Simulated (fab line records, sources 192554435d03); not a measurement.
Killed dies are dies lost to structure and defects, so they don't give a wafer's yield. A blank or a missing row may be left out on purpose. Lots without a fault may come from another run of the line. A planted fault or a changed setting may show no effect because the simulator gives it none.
Split-lot experiment | flow n5_finfet | 7 lots, 21 wafers read, on a route of 1938 steps

THE SPLIT
At N5_PASSIVATION_ETCH_54 (etches SiO2 in CHF3/O2, target depth 880 nm, time 440 s), the setting bias_w was moved away from the recipe's 170 W on 3 of the 21 wafers read, by -9.6% to -5.2%. The other wafers ran this setting at the recipe's value.

The reading is taken at the split's own step.

THE READING
rf_vpp_V, in V, at N5_PASSIVATION_ETCH_54 (etches SiO2 in CHF3/O2, target depth 880 nm, time 440 s). Fault-free wafers of this fab line usually give 522 V, standard deviation 5.1 V.

wafer  | tool, chamber at the split | bias_w as run, W | against the recipe | rf_vpp_V, V | against lot-mates on the recipe
L075.2 | rie_diel-02, 3             | 170              | recipe             | 531         | -
L075.3 | rie_diel-02, 0             | 170              | recipe             | 523         | -
L075.5 | rie_diel-02, 3             | 170              | recipe             | 530         | -
L076.2 | rie_diel-06, 0             | 153.7            | -9.6%              | 479         | -44
L076.3 | rie_diel-06, 2             | 170              | recipe             | 522         | -
L076.6 | rie_diel-06, 1             | 170              | recipe             | 525         | -
L080.2 | rie_diel-06, 1             | 170              | recipe             | 524         | -
L080.3 | rie_diel-06, 3             | 170              | recipe             | 518         | -
L080.5 | rie_diel-06, 2             | 156.8            | -7.8%              | 488         | -33
L082.3 | rie_diel-04, 2             | 170              | recipe             | 523         | -
L082.4 | rie_diel-04, 1             | 170              | recipe             | 518         | -
L082.6 | rie_diel-04, 1             | 170              | recipe             | 516         | -
L086.1 | rie_diel-02, 1             | 170              | recipe             | 513         | -
L086.4 | rie_diel-02, 3             | 170              | recipe             | 530         | -
L086.5 | rie_diel-02, 2             | 161.1            | -5.2%              | 496         | -26
L085.2 | rie_diel-02, 0             | 170              | recipe             | 524         | -
L085.3 | rie_diel-02, 2             | 170              | recipe             | 518         | -
L085.4 | rie_diel-02, 3             | 170              | recipe             | 529         | -
L096.1 | rie_diel-06, 3             | 170              | recipe             | 517         | -
L096.4 | rie_diel-06, 0             | 170              | recipe             | 518         | -
L096.6 | rie_diel-06, 2             | 170              | recipe             | 522         | -

THE FIT
A straight line over all 21 wafers: rf_vpp_V changes by +4.55 V for each +1% of bias_w; r = +0.93; the points scatter about the line by 5.1 V.
The same after taking each lot's own level away (the mean of its wafers on the recipe; 21 wafers): +4.54 V for each +1%; r = +0.95; scatter 4.1 V.
On that fit, the largest move of bias_w shifts the reading by 44 V.
The lots' own levels span 519.0 to 528.0 V, that is 1.8 times the standard deviation above.
So the lot-to-lot level changes the slope little: the two slopes agree.
Check: with one of the wafers moved furthest among these (-9.6%) left out of the fit, the line predicts -42.6 V for it against its lot-mates. It came out at -44.5 V against them.
Tool readings at the split's step, against how far the setting was moved: rf_vpp_V r = +0.93.

OTHER SPLITS ON THESE WAFERS
These wafers also went through other splits before the reading. Each is held against what the fit with the lots' levels taken away leaves over:
other split on the same wafers             | wafers away from the commonest value | r with rf_vpp_V (lot level and that fit taken away)
N5_BEOL_M14_DESCUM_15 time_s               | 12                                   | -0.17
N5_BEOL_M14_TRENCH_ETCH_34 time_s          | 6                                    | +0.17
N5_BEOL_M14_SPUTTER_43 power_w             | 8                                    | -0.30
N5_MIM_TOP_LITHO_EXPOSE_05 dose_mj         | 9                                    | -0.08
N5_MIM_TOP_LITHO_DEVELOP_07 develop_time_s | 9                                    | -0.11
N5_PASSIVATION_EXPOSE_07 dose_mj           | 3                                    | +0.12

THE FILE'S OWN FIT
rf_vpp_V changes by +4.55 V for each +1% of bias_w, r = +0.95.
